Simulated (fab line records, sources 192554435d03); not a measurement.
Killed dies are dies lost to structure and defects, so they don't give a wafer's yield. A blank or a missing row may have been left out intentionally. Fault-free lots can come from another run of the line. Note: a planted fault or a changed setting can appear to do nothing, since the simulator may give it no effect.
2 desks, one fault | flow n5_finfet | what lay behind the numbers comes last; until then each desk has only its own

DESK OF THE TOOL OWNER: arfi_scanner-01
The tool's own readings at N5_SD_EPI_P_EXPOSE_06 (exposes mask SD P BLK, target cd 240 nm): means of the sampled wafers that have a number, for each lot that ran on this tool. Any lot whose mean is over 4 standard deviations away from the usual mean is out of limits and marked OUT; that distance is given in the brackets.
Columns: A = exposure_dose_mJ_cm2 at N5_SD_EPI_P_EXPOSE_06, usual 39.8
lot  | first seen here | A
L443 | day 5 17:06     | 40.6
L446 | day 6 06:04     | 40.6
L447 | day 6 13:25     | 41.5
Finding of this desk: none of the 3 lots has anything out of limits.

METROLOGY DESK
What the gauges read, lot by lot, whatever tool the lot ran on: means of the sampled wafers that have a number. Any lot whose mean is over 4 standard deviations away from the usual mean is out of limits and marked OUT; that distance is given in the brackets. 7 of its 11 readings are shown, namely those furthest out on some lot.
Columns: A = cd_nm at N5_SD_EPI_P_CD_MEAS_09, usual 239.7 nm; B = DIBL_N at N5_BEOL_M4_RC_MEAS_101, usual 36.1 mV/V; C = DIBL_P at N5_BEOL_M4_RC_MEAS_101, usual 36.6 mV/V; D = ION_P at N5_BEOL_M4_RC_MEAS_101, usual 464 uA/um; E = SS_P at N5_BEOL_M4_RC_MEAS_101, usual 73.3 mV/dec; F = VT_N at N5_BEOL_M4_RC_MEAS_101, usual 249.1 mV; G = VT_P at N5_BEOL_M4_RC_MEAS_101, usual -250 mV
lot  | first seen here | A     | B    | C    | D   | E    | F     | G
L434 | day 3 04:38     | 240.6 | 36.9 | 36.2 | 465 | 73.6 | 250.3 | -253
L435 | day 3 10:54     | 239.9 | 35.4 | 35.2 | 462 | 73.3 | 253.3 | -252
L437 | day 3 23:48     | 241.1 | 35.4 | 35.7 | 470 | 72.9 | 247.2 | -248
L443 | day 5 17:13     | 239.7 | 37.1 | 35.9 | 460 | 73.0 | 251.5 | -253
L446 | day 6 06:11     | 239.3 | 37.4 | 37.1 | 453 | 73.6 | 247.2 | -254
L447 | day 6 13:31     | 242.3 | 36.7 | 37.7 | 462 | 73.7 | 247.5 | -252
L452 | day 7 18:35     | 238.4 | 35.1 | 36.5 | 458 | 73.6 | 251.2 | -253
L454 | day 8 10:52     | 239.8 | 34.1 | 34.1 | 465 | 72.5 | 249.6 | -248
L455 | day 8 15:11     | 240.4 | 36.2 | 37.2 | 458 | 73.5 | 249.8 | -253
Finding of this desk: none of the 9 lots has anything out of limits.

ALL TOGETHER
The desk of the tool owner found nothing out of limits.
At the metrology desk, nothing out of limits was observed.

WHAT THE SIMULATOR PUT IN
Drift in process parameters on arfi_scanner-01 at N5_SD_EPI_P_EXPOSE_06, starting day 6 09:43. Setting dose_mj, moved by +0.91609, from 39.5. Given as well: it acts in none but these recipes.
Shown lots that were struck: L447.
